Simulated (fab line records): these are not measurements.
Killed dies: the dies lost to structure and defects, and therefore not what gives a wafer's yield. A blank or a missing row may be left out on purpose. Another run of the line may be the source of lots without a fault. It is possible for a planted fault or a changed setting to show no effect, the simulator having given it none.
Matching of chambers || flow n5Finfet || N5_BEOL_M4_ALD_84 on aldMetal-02 has 4 sister chambers
The step deposits TaN, pulse time 2 s, purge time 3 s, co reactant purge time 2 s. 16 wafers are shown with their chamber, then 8 later ones without.

== WAFERS PAIRED WITH THEIR CHAMBERS ==
{"wafer": "L074.1", "chamber": 2, "heaterPowerW (W)": 474}
{"wafer": "L074.2", "chamber": 0, "heaterPowerW (W)": 413}
{"wafer": "L074.3", "chamber": 1, "heaterPowerW (W)": 422}
{"wafer": "L074.4", "chamber": 3, "heaterPowerW (W)": 413}
{"wafer": "L074.5", "chamber": 0, "heaterPowerW (W)": 412}
{"wafer": "L074.6", "chamber": 3, "heaterPowerW (W)": 425}
{"wafer": "L077.3", "chamber": 3, "heaterPowerW (W)": 423}
{"wafer": "L077.5", "chamber": 3, "heaterPowerW (W)": 416}
{"wafer": "L077.6", "chamber": 0, "heaterPowerW (W)": 403}
{"wafer": "L082.2", "chamber": 3, "heaterPowerW (W)": 422}
{"wafer": "L082.3", "chamber": 0, "heaterPowerW (W)": 408}
{"wafer": "L082.5", "chamber": 3, "heaterPowerW (W)": 430}
{"wafer": "L085.2", "chamber": 2, "heaterPowerW (W)": 478}
{"wafer": "L085.3", "chamber": 1, "heaterPowerW (W)": 430}
{"wafer": "L085.5", "chamber": 0, "heaterPowerW (W)": 411}
{"wafer": "L091.1", "chamber": 0, "heaterPowerW (W)": 424}

SIGNATURES (means of the wafers above)
{"reading": "heaterPowerW", "chamber 0": 411.83, "chamber 1": 426.00, "chamber 2": 476.00, "chamber 3": 421.50, "scatter within a chamber": 6.27}
Rule: distance of a wafer from a chamber = root of the sum over the readings of ((wafer's reading minus chamber's mean) / reading's scatter) squared. If the next closest chamber is less than 2 further off than the closest, the wafer can't be placed; otherwise it belongs to the closest. The scatter is the square root of a quotient: the sum, over the shown wafers, of each reading's squared deviation from its chamber's mean, divided by wafers minus chambers.

== WAFERS MISSING THEIR CHAMBER ==
{"wafer": "L091.3", "heaterPowerW (W)": 414}
{"wafer": "L091.5", "heaterPowerW (W)": 418}
{"wafer": "L095.1", "heaterPowerW (W)": 471}
{"wafer": "L095.2", "heaterPowerW (W)": 422}
{"wafer": "L095.4", "heaterPowerW (W)": 430}
{"wafer": "L097.1", "heaterPowerW (W)": 421}
{"wafer": "L097.3", "heaterPowerW (W)": 418}
{"wafer": "L097.5", "heaterPowerW (W)": 426}

== THE CHAMBER EACH PASSED THROUGH ==
{"wafer": "L091.3", "from the rows above": "can't be placed: 0 or 3 or 1", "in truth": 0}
{"wafer": "L091.5", "from the rows above": "can't be placed: 3 or 0 or 1", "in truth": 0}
{"wafer": "L095.1", "from the rows above": 2, "in truth": 2}
{"wafer": "L095.2", "from the rows above": "can't be placed: 3 or 1 or 0", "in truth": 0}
{"wafer": "L095.4", "from the rows above": "can't be placed: 1 or 3", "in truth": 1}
{"wafer": "L097.1", "from the rows above": "can't be placed: 3 or 1 or 0", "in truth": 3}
{"wafer": "L097.3", "from the rows above": "can't be placed: 3 or 0 or 1", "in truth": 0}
{"wafer": "L097.5", "from the rows above": "can't be placed: 1 or 3", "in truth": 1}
Placed correctly: 1 of 8. Cannot be placed on the basis of these rows: 7; the candidates contain the true chamber in 7. Number placed wrongly: 0.
